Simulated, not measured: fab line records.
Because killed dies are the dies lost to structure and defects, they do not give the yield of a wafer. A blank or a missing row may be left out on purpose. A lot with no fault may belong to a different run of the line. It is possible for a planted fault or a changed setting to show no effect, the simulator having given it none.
fab line records	flow nand_harc
record: lots: 5	wafers: 15	last_day: 24
route steps=1159 shown A_BLC@976 END@1159
lots untouched by any fault: they come from a run of this same line in which no faults occurred
start_h: hours from the record's first day to the start of the lot's first wafer shown	wait_h: how many hours have passed since the lot's step before this one	" as in the row above	L1.1+2: a row that stands for several wafers	- either no value or no given start	* or withheld: withheld	< > ~ a bound
route shown NAME@n: NAME is a module with steps in the file, n the number in the route of the first one	usual: average and standard deviation across the fault-free wafers	same: alike in all rows	chamber/n: place in a boat	sites: the reading at each site	_std_site: standard deviation across them	_edge_site: outer sites' mean less inner sites'	radius_mm: how far each site lies from the wafer's centre	mask NAME#n: copy n	behind: the last tool/chamber to shape the wafer	hold: cause of the lot's hold/its duration in hours/its outcome	device: transistor that didn't switch, given as n, p or np	end of line: the route-end tests of the same wafers	a step with no rows: only its recipe	killed: not the wafer's yield, but the dies lost to structure and defects at the first sort	map: per-die view of a wafer (x killed, . not killed, _ where there is no die)
set.NAME: the run value of the setting; set.NAME@STEP: its run value at that earlier step	model.NAME: the simulator's own value behind a step, which no gauge read
lots at selected steps of the route; one table per step, one row per wafer
services: a tool's chamber out of use, with start hour (start_h, from the record's first day; less than 0 if before it), hours out, and reason
== steps ==
step: NHARC_A_BLC_INSPECT_12
usual: raw_defect_count: 34/14
lot.wafer	tool	chamber	start_h	wait_h	raw_defect_count
L564.3	defect_inspect-01	-	395.03	0.0	34
L564.4	"	-	"	"	28
L564.6	"	-	"	"	46
L570.3	defect_inspect-02	-	430.98	0.0	35
L570.4	"	-	"	"	32
L570.5	"	-	"	"	31
L576.3	defect_inspect-01	-	456.99	0.0	19
L576.5	"	-	"	"	15
L576.6	"	-	"	"	19
L583.1	defect_inspect-01	-	515.36	0.0	58
L583.2	"	-	"	"	72
L583.5	"	-	"	"	56
L586.2	defect_inspect-02	-	529.99	0.0	44
L586.3	"	-	"	"	52
L586.6	"	-	"	"	48
step: NHARC_A_BLC_DESCUM_15
recipe: time_s: 3	o2_flow_sccm: 200	ar_flow_sccm: 0	bias_power_w: 0	chemistry: O2
step: NHARC_A_BLC_ETCH_16
recipe: target_depth_a: 390	over_etch_frac: 0.3	time_s: 65	ion_energy_ev: 80	cf4_flow_sccm: 150	ar_flow_sccm: 0	rf_w: 300	bias_w: 100	chemistry: CF4
usual: drypump_motor_current_A: 5.7/0.5	oes_product_au: 0.998/0.0076	rf_vpp_V: 151.2/1.2	showerhead_plenum_p_Torr: 1.77/0.073	throttle_valve_pct: 13.284/0.0092
lot.wafer	tool	chamber	start_h	wait_h	drypump_motor_current_A	oes_product_au	rf_hours_counter_h	rf_vpp_V	showerhead_plenum_p_Torr	throttle_valve_pct
L564.3	rie_diel-06	0	395.18	0.1	5.0	1.005	51	151.1	1.85	13.284
L564.4	"	3	"	"	4.7	1.001	55	152.1	1.87	13.284
L564.6	"	0	"	"	5.0	1.009	-	152.9	1.85	13.284
L570.3	rie_diel-05	2	431.13	0.1	6.3	0.993	9	151.1	1.86	13.298
L570.4	"	0	"	"	5.3	0.988	8	150.4	1.77	13.293
L570.5	"	3	"	"	5.7	1.001	-	150.1	1.65	13.285
L576.3	rie_diel-06	0	457.20	0.1	5.0	0.997	12	153.2	1.84	13.277
L576.5	"	2	"	"	5.3	1.000	-	151.6	1.87	13.289
L576.6	"	3	"	"	4.7	1.001	-	152.0	1.87	13.283
L583.2	rie_diel-05	0	515.50	0.1	5.3	0.998	17	150.4	1.77	13.277
L583.1	"	3	"	"	5.7	0.998	18	150.9	1.64	13.268
L583.5	"	1	"	"	5.4	1.002	-	150.3	1.70	13.285
L586.3	rie_diel-05	2	530.14	0.1	6.2	1.003	0	152.0	1.85	13.289
L586.2	"	3	"	"	5.6	1.009	0	149.6	1.64	13.303
L586.6	"	1	"	"	5.4	1.007	-	151.3	1.70	13.279
step: NHARC_A_BLC_ETCH_17
recipe: target_depth_a: 3900	over_etch_frac: 0.25	time_s: 609.38	ion_energy_ev: 200	n2_flow_sccm: 150	h2_flow_sccm: 150	ar_flow_sccm: 0	rf_w: 400	bias_w: 150	chemistry: N2/H2
usual: drypump_motor_current_A: 5.7/0.5	n2_flow_sccm: 150.0/0.45	oes_product_au: 0.997/0.0075	rf_vpp_V: 430.5/2.6	showerhead_plenum_p_Torr: 2.04/0.094	throttle_valve_pct: 14.172/0.01
lot.wafer	tool	chamber	start_h	wait_h	drypump_motor_current_A	n2_flow_sccm	oes_product_au	rf_hours_counter_h	rf_vpp_V	showerhead_plenum_p_Torr	throttle_valve_pct
L564.4	rie_diel-06	0	-	-	5.0	150.0	1.008	51	432.5	2.14	14.165
L564.3	"	1	"	"	5.2	149.6	1.000	55	431.0	2.04	14.170
L564.6	"	3	"	"	4.8	149.8	0.999	-	432.9	2.17	14.189
L570.4	rie_diel-05	1	-	-	5.4	150.3	0.998	9	427.1	1.95	14.174
L570.3	"	2	"	"	6.3	149.0	0.996	9	433.8	2.15	14.180
L570.5	"	1	"	"	5.4	150.2	0.998	-	428.2	1.95	14.183
L576.3	rie_diel-06	2	-	-	5.3	150.0	1.001	11	433.9	2.17	14.174
L576.6	"	1	"	"	5.3	149.3	1.003	-	429.4	2.04	14.180
L576.5	"	2	"	"	5.3	150.1	1.008	-	435.0	2.17	14.172
L583.2	rie_diel-05	0	-	-	5.3	150.7	0.997	17	430.2	2.04	14.183
L583.1	"	2	"	"	6.2	150.0	1.015	18	434.3	2.15	14.179
L583.5	"	3	"	"	5.6	150.1	0.996	-	425.1	1.88	14.167
L586.2	rie_diel-05	2	-	-	6.3	150.4	1.009	0	432.9	2.15	14.156
L586.3	"	3	"	"	5.6	149.9	1.005	0	427.3	1.88	14.180
L586.6	"	0	"	"	5.3	150.2	1.001	-	430.3	2.04	14.184
step: NHARC_A_BLC_ETCH_18
recipe: target_depth_a: 9100	c4f8_flow_sccm: 20	o2_flow_sccm: 10	ar_flow_sccm: withheld	rf_w: 600	bias_w: 1500	chemistry: C4F8/O2/Ar
step: NHARC_A_BLC_CD_MEAS_19
usual: cd_nm: 100.2/1.5
lot.wafer	tool	chamber	start_h	wait_h	cd_nm
L564.3	cd_sem-03	-	396.06	-	101.7
L564.4	"	-	"	"	99.6
L564.6	"	-	"	"	100.9
L570.3	cd_sem-02	-	432.02	-	101.0
L570.4	"	-	"	"	101.8
L570.5	"	-	"	"	102.2
L576.3	cd_sem-02	-	458.10	-	99.3
L576.5	"	-	"	"	98.0
L576.6	"	-	"	"	96.8
L583.1	cd_sem-03	-	516.39	-	101.9
L583.2	"	-	"	"	102.0
L583.5	"	-	"	"	100.6
L586.2	cd_sem-03	-	531.03	-	100.9
L586.3	"	-	"	"	98.8
L586.6	"	-	"	"	101.3
step: NHARC_A_BLC_STRIP_29
recipe: cf4_flow_sccm: 150	ar_flow_sccm: 0	bias_w: 0	chemistry: CF4
step: NHARC_A_BLC_STRIP_21
recipe: o2_flow_sccm: 500	ar_flow_sccm: 0	bias_w: 0	chemistry: O2
usual: drypump_motor_current_A: 5.7/0.48	oes_product_au: 0.997/0.0069	rf_vpp_V: 57.7/0.92	showerhead_plenum_p_Torr: 3.51/0.15	throttle_valve_pct: 17.037/0.009
lot.wafer	tool	chamber	start_h	wait_h	drypump_motor_current_A	oes_product_au	rf_hours_counter_h	rf_vpp_V	showerhead_plenum_p_Torr	throttle_valve_pct
L564.4	rie_diel-05	3	396.24	0.1	5.7	0.993	5	57.0	3.29	17.035
L564.3	"	2	"	"	6.3	0.993	5	59.3	3.71	17.032
L564.6	"	3	"	"	5.6	0.998	-	57.3	3.29	17.048
L570.3	rie_diel-05	0	432.20	0.1	5.3	0.991	9	57.2	3.53	17.034
L570.4	"	1	"	"	5.5	1.002	9	58.2	3.40	17.033
L570.5	"	1	"	"	5.5	0.996	-	56.6	3.39	17.018
L576.3	rie_diel-05	0	458.30	0.1	5.3	0.998	12	57.9	3.53	17.036
L576.5	"	1	"	"	5.4	1.006	-	57.4	3.39	17.038
L576.6	"	2	"	"	6.2	0.994	-	57.5	3.70	17.041
L583.1	rie_diel-05	0	516.59	0.1	5.3	0.993	18	57.0	3.52	17.028
L583.2	"	1	"	"	5.4	0.994	17	57.8	3.39	17.028
L583.5	"	3	"	"	5.7	0.999	-	57.2	3.28	17.023
L586.2	rie_diel-12	0	531.21	0.1	6.7	1.000	14	57.6	3.41	17.042
L586.3	"	2	"	"	5.8	1.005	15	57.6	3.39	17.035
L586.6	"	3	"	"	5.7	0.993	-	57.8	3.63	17.030
step: NHARC_A_BLC_STRIP_22
recipe: time_s: 600	temp_c: 30	chemistry: post_etch_residue_remover
step: NHARC_A_BLC_DEGAS_30
recipe: temp_c: 300	time_s: 60
usual: heater_power_w: 472/58
lot.wafer	tool	chamber	start_h	wait_h	heater_power_w
L564.4	pvd_sputter-01	-	396.68	-	534
L564.3	"	-	"	"	420
L564.6	"	-	"	"	421
L570.4	pvd_sputter-01	-	432.64	-	495
L570.3	"	-	"	"	423
L570.5	"	-	"	"	413
L576.3	pvd_sputter-01	-	458.69	-	519
L576.6	"	-	"	"	506
L576.5	"	-	"	"	433
L583.1	pvd_sputter-02	-	517.03	-	497
L583.2	"	-	"	"	439
L583.5	"	-	"	"	532
L586.2	pvd_sputter-02	-	531.64	-	609
L586.3	"	-	"	"	522
L586.6	"	-	"	"	497
step: NHARC_A_BLC_PRE_CLEAN_31
recipe: time_s: 15	bias_v: 250	gas: Ar
step: NHARC_A_BLC_PVD_32
recipe: target_thk_a: 50	chamber_pressure_pa: 5	power_w: 5000	substrate_temp_c: 200	time_s: 17.7	material: Ti
step: NHARC_A_BLC_ALD_23
recipe: target_thk_a: 30	pulse_time_s: 1	ald_cycles: 150	temp_c: 450	material: TiN
usual: ald_cycles: 150/0	heater_power_w: 1032/110	precursor_pulse_height_rel: 1.000/0.022
lot.wafer	tool	chamber	start_h	wait_h	ald_cycles	heater_power_w	precursor_pulse_height_rel
L564.4	ald_metal-04	3	396.94	-	150	911	1.025
L564.3	"	1	"	"	150	981	1.010
L564.6	"	3	"	"	150	916	0.945
L570.4	ald_metal-02	1	433.05	-	150	990	0.962
L570.3	"	3	"	"	150	1049	1.001
L570.5	"	0	"	"	150	911	1.001
L576.3	ald_metal-04	0	458.97	-	150	1162	1.011
L576.5	"	2	"	"	150	1131	1.021
L576.6	"	3	"	"	213	885	0.999
L583.2	ald_metal-03	0	517.26	-	150	1194	0.965
L583.1	"	2	"	"	150	981	1.008
L583.5	"	0	"	"	150	1213	0.972
L586.3	ald_metal-03	0	531.89	-	150	1177	0.989
L586.2	"	2	"	"	150	987	0.993
L586.6	"	0	"	"	150	1169	0.998
step: NHARC_A_BLC_CVD_24
recipe: target_thk_a: 1500	temp_c: 300	pressure_torr: 40	wf6_flow_sccm: 40	h2_flow_sccm: 1600	ar_flow_sccm: 1560	time_s: 434	material: W
usual: heater_power_w: 477/69	throttle_valve_pct: 7.9/0.36
lot.wafer	tool	chamber	start_h	wait_h	heater_power_w	throttle_valve_pct
L564.3	cvd_w-02	1	-	-	365	7.7
L564.4	"	0	"	"	561	7.2
L564.6	"	0	"	"	546	7.2
L570.3	cvd_w-01	1	-	-	521	8.1
L570.4	"	0	"	"	491	7.9
L570.5	"	1	"	"	515	8.6
L576.3	cvd_w-01	1	-	-	521	8.4
L576.5	"	0	"	"	490	7.7
L576.6	"	1	"	"	529	8.3
L583.2	cvd_w-02	0	-	-	555	7.4
L583.1	"	1	"	"	374	8.0
L583.5	"	0	"	"	568	7.4
L586.2	cvd_w-01	0	-	-	470	7.8
L586.3	"	1	"	"	493	8.4
L586.6	"	1	"	"	482	8.1
step: NHARC_END_SORT_01
recipe: temp_c: 25
usual: killed_at_array: 26/9.6	killed_at_other: 0.7/0.92	killed_at_periphery: 3.8/2.7	killed_dies: 31/10	killed_open: 3.3/1.7	killed_short: 1.8/1.3
same: gross_dies: 677
lot.wafer	tool	chamber	start_h	wait_h	killed_at_array	killed_at_other	killed_at_periphery	killed_dies	killed_open	killed_short
L564.3	prober-01	0	445.73	3.1	28	0	2	30	3	3
L564.4	prober-01	0	446.52	3.4	24	0	7	31	5	4
L564.6	prober-01	0	448.10	4.0	31	0	3	34	5	3
L576.3	prober-01	0	507.32	3.1	20	0	2	22	2	3
L576.5	prober-01	0	508.92	3.7	20	0	1	21	5	4
L576.6	prober-01	0	509.71	4.0	18	0	5	23	6	0
L586.2	prober-02	0	576.02	2.8	29	0	3	32	6	1
L586.3	prober-02	0	576.82	3.1	40	0	2	42	4	2
L586.6	prober-02	0	579.23	4.0	30	0	2	32	2	2
killed by level:class
L564.3 A_STAIRCASE:chamber_film_flake=9 A_SLIT:chamber_film_flake=8 A_CONTACT:geometric_particle:open=2 P_M0:chamber_film_flake=2 A_WL_FILL:chamber_film_flake=2 A_CONTACT:chamber_film_flake=2 A_CHANNEL_FILL_D1:geometric_particle:short=1 A_WL_FILL:geometric_particle:short=1
L564.4 A_SLIT:chamber_film_flake=7 A_STAIRCASE:chamber_film_flake=5 P_M0:chamber_film_flake=4 A_CONTACT:chamber_film_flake=3 A_CONTACT:geometric_particle:open=2 A_M0:geometric_particle:short=2 A_WL_FILL:chamber_film_flake=2 P_GATE:geometric_particle:open=1
L564.6 A_STAIRCASE:chamber_film_flake=11 A_SLIT:chamber_film_flake=6 A_WL_FILL:chamber_film_flake=3 A_CONTACT:geometric_particle:open=2 A_CHANNEL_HOLE_D1:chamber_film_flake=2 P_STI:geometric_particle:short=1 P_CONTACT:geometric_particle:open=1 A_ONON_D1:geometric_particle:short=1
L576.3 A_WL_FILL:chamber_film_flake=4 A_CHANNEL_HOLE_D1:chamber_film_flake=3 A_CONTACT:chamber_film_flake=3 A_CHANNEL_FILL_D1:geometric_particle:short=2 P_M0:chamber_film_flake=2 A_CHANNEL_FILL_D1:chamber_film_flake=2 A_CHANNEL_FILL_D1:geometric_particle:open=1 A_WL_FILL:geometric_particle:short=1
L576.5 A_CONTACT:chamber_film_flake=4 A_CHANNEL_HOLE_D1:chamber_film_flake=3 A_CHANNEL_FILL_D1:geometric_particle:short=2 A_WL_FILL:geometric_particle:short=2 A_WL_FILL:geometric_particle:open=2 A_STAIRCASE:chamber_film_flake=2 A_WL_FILL:chamber_film_flake=2 A_BLC:geometric_particle:open=1
L576.6 A_CHANNEL_HOLE_D1:chamber_film_flake=5 P_M0:chamber_film_flake=3 A_CONTACT:chamber_film_flake=3 A_CONTACT:geometric_particle:open=2 A_WL_FILL:chamber_film_flake=2 P_M2:geometric_particle:open=1 A_CHANNEL_FILL_D1:geometric_particle:open=1 A_WL_FILL:geometric_particle:open=1
L586.2 A_SLIT:chamber_film_flake=14 A_CHANNEL_HOLE_D1:chamber_film_flake=7 A_BLC:geometric_particle:open=3 P_M0:geometric_particle:open=1 A_WL_FILL:geometric_particle:open=1 A_BLC:geometric_particle:short=1 A_M0:geometric_particle:open=1 P_STI:chamber_film_flake=1
L586.3 A_SLIT:chamber_film_flake=16 A_CHANNEL_HOLE_D1:chamber_film_flake=9 A_CONTACT:chamber_film_flake=4 A_BLC:chamber_film_flake=4 A_WL_FILL:geometric_particle:short=2 A_STAIRCASE:chamber_film_flake=2 P_M1:geometric_particle:open=1 A_ONON_D1:geometric_particle:open=1
L586.6 A_SLIT:chamber_film_flake=13 A_CHANNEL_HOLE_D1:chamber_film_flake=8 A_CONTACT:chamber_film_flake=3 A_SOURCE_PLATE:geometric_particle:short=1 A_CONTACT:geometric_particle:short=1 A_CONTACT:geometric_particle:open=1 A_M0:geometric_particle:open=1 P_ZERO_WELL:chamber_film_flake=1
== services ==
tool	chamber	start_h	hours	kind
cvd_w-02	-	376.08	13.0	pm
rie_diel-12	-	379.45	9.0	pm
rie_diel-06	-	384.50	1.8	repair
ald_metal-03	3	385.64	1.7	repair
pvd_sputter-02	-	392.04	10.0	pm
ald_metal-04	-	406.00	10.0	pm
rie_diel-05	0	407.06	5.7	repair
pvd_sputter-01	-	415.92	9.9	repair
rie_diel-06	-	419.00	9.0	pm
ald_metal-03	0	422.47	16.3	repair
ald_metal-04	-	435.00	2.5	repair
ald_metal-03	-	438.57	2.9	repair
ald_metal-03	0	465.47	13.5	repair
ald_metal-04	-	472.59	0.4	repair
cvd_w-01	-	479.19	13.0	pm
rie_diel-06	0	491.34	12.5	repair
rie_diel-05	1	493.70	6.0	repair
rie_diel-06	1	499.29	12.5	repair
ald_metal-03	-	500.18	10.0	pm
ald_metal-04	2	501.53	2.8	repair
cvd_w-01	-	506.26	3.2	repair
rie_diel-06	-	506.44	0.8	repair
pvd_sputter-01	-	514.04	10.0	pm
rie_diel-05	-	517.60	9.0	pm
== key ==
first_sign: step: NHARC_A_BLC_ALD_23	reading: ald_cycles	direction: up	sigmas: 99+	usual: 150	struck: 213
effect none on later readings
met_at NHARC_A_BLC_ALD_23
struck_wafers L576.6
tester_left_out L576
onset_between 396.94 458.97
fault: kind: process_parameter_drift	tool: ald_metal-04	chamber: 3	onset_h: 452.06	steps: NHARC_A_BLC_ALD_23	channel: ald_cycles	offset: 63	shape: step	end_h: 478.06	acts_in: these_recipes_only	stated: 150
tester_left_out: of these lots the tester's yield and bins aren't shown, on N5 and GAA mostly nor the transistor test; their killed dies are dies lost to structure and defects alone, not to doping, threshold or leakage, so they don't give the yield
